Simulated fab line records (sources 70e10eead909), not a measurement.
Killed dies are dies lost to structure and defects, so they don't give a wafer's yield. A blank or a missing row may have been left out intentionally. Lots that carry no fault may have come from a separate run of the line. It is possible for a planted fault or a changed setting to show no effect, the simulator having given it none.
Matching of chambers || flow nand_harc || rie_diel-13 running NHARC_P_GATE_DESCUM_13: 4 sister chambers
The step chemistry O2, time 3 s. 14 wafers are shown with their chamber, then 7 later ones without.

== WAFERS WITH THEIR CHAMBER ==
{"wafer": "L075.2", "chamber": 0, "drypump_motor_current_A (A)": 5.1, "oes_product_au (a.u.)": 1.005, "throttle_valve_pct (%)": 11.310}
{"wafer": "L075.5", "chamber": 2, "drypump_motor_current_A (A)": 5.0, "oes_product_au (a.u.)": 0.997, "throttle_valve_pct (%)": 11.323}
{"wafer": "L075.6", "chamber": 3, "drypump_motor_current_A (A)": 6.4, "oes_product_au (a.u.)": 0.996, "throttle_valve_pct (%)": 11.321}
{"wafer": "L077.2", "chamber": 1, "drypump_motor_current_A (A)": 5.2, "oes_product_au (a.u.)": 0.993, "throttle_valve_pct (%)": 11.309}
{"wafer": "L077.5", "chamber": 2, "drypump_motor_current_A (A)": 5.0, "oes_product_au (a.u.)": 0.995, "throttle_valve_pct (%)": 11.299}
{"wafer": "L077.6", "chamber": 1, "drypump_motor_current_A (A)": 5.1, "oes_product_au (a.u.)": 1.008, "throttle_valve_pct (%)": 11.310}
{"wafer": "L078.1", "chamber": 0, "drypump_motor_current_A (A)": 5.1, "oes_product_au (a.u.)": 0.991, "throttle_valve_pct (%)": 11.314}
{"wafer": "L078.4", "chamber": 2, "drypump_motor_current_A (A)": 5.0, "oes_product_au (a.u.)": 0.990, "throttle_valve_pct (%)": 11.295}
{"wafer": "L078.6", "chamber": 1, "drypump_motor_current_A (A)": 5.2, "oes_product_au (a.u.)": 0.994, "throttle_valve_pct (%)": 11.286}
{"wafer": "L078.2", "chamber": 1, "drypump_motor_current_A (A)": 5.2, "oes_product_au (a.u.)": 0.994, "throttle_valve_pct (%)": 11.316}
{"wafer": "L078.3", "chamber": 3, "drypump_motor_current_A (A)": 6.4, "oes_product_au (a.u.)": 0.977, "throttle_valve_pct (%)": 11.318}
{"wafer": "L078.5", "chamber": 0, "drypump_motor_current_A (A)": 5.1, "oes_product_au (a.u.)": 1.005, "throttle_valve_pct (%)": 11.314}
{"wafer": "L079.1", "chamber": 1, "drypump_motor_current_A (A)": 5.2, "oes_product_au (a.u.)": 1.001, "throttle_valve_pct (%)": 11.312}
{"wafer": "L079.3", "chamber": 0, "drypump_motor_current_A (A)": 5.1, "oes_product_au (a.u.)": 1.003, "throttle_valve_pct (%)": 11.323}

SIGNATURES (averages over the wafers above)
{"reading": "drypump_motor_current_A", "chamber 0": 5.100, "chamber 1": 5.180, "chamber 2": 5.000, "chamber 3": 6.400, "scatter within a chamber": 0.0283}
{"reading": "oes_product_au", "chamber 0": 1.00100, "chamber 1": 0.99800, "chamber 2": 0.99400, "chamber 3": 0.98650, "scatter within a chamber": 0.00713}
{"reading": "throttle_valve_pct", "chamber 0": 11.31525, "chamber 1": 11.30660, "chamber 2": 11.30567, "chamber 3": 11.31950, "scatter within a chamber": 0.0106}
Rule: a wafer's distance from a chamber is the root of the sum, over the readings, of the square of ((its reading less the chamber's mean) divided by the reading's scatter). The wafer belongs to the nearest chamber; if the next one is less than 2 further off, it can't be placed. How the scatter is found: for the shown wafers, subtract from each reading the mean of its chamber, square and add these, divide the total by (wafers less chambers), then take the root.

== WAFERS WITH NO CHAMBER GIVEN ==
{"wafer": "L079.5", "drypump_motor_current_A (A)": 5.1, "oes_product_au (a.u.)": 0.999, "throttle_valve_pct (%)": 11.315}
{"wafer": "L085.2", "drypump_motor_current_A (A)": 5.0, "oes_product_au (a.u.)": 0.990, "throttle_valve_pct (%)": 11.319}
{"wafer": "L085.3", "drypump_motor_current_A (A)": 6.3, "oes_product_au (a.u.)": 0.996, "throttle_valve_pct (%)": 11.307}
{"wafer": "L085.4", "drypump_motor_current_A (A)": 5.1, "oes_product_au (a.u.)": 0.999, "throttle_valve_pct (%)": 11.309}
{"wafer": "L088.1", "drypump_motor_current_A (A)": 5.2, "oes_product_au (a.u.)": 1.001, "throttle_valve_pct (%)": 11.319}
{"wafer": "L088.2", "drypump_motor_current_A (A)": 6.3, "oes_product_au (a.u.)": 1.003, "throttle_valve_pct (%)": 11.312}
{"wafer": "L088.3", "drypump_motor_current_A (A)": 5.0, "oes_product_au (a.u.)": 0.997, "throttle_valve_pct (%)": 11.296}

== THE CHAMBER EACH PASSED THROUGH ==
{"wafer": "L079.5", "from the rows above": 0, "in truth": 0}
{"wafer": "L085.2", "from the rows above": 2, "in truth": 2}
{"wafer": "L085.3", "from the rows above": 3, "in truth": 3}
{"wafer": "L085.4", "from the rows above": 0, "in truth": 0}
{"wafer": "L088.1", "from the rows above": 1, "in truth": 1}
{"wafer": "L088.2", "from the rows above": 3, "in truth": 3}
{"wafer": "L088.3", "from the rows above": 2, "in truth": 2}
Correctly placed: 7 of 7. Can't be placed from these rows: 0. Placed wrongly: 0.
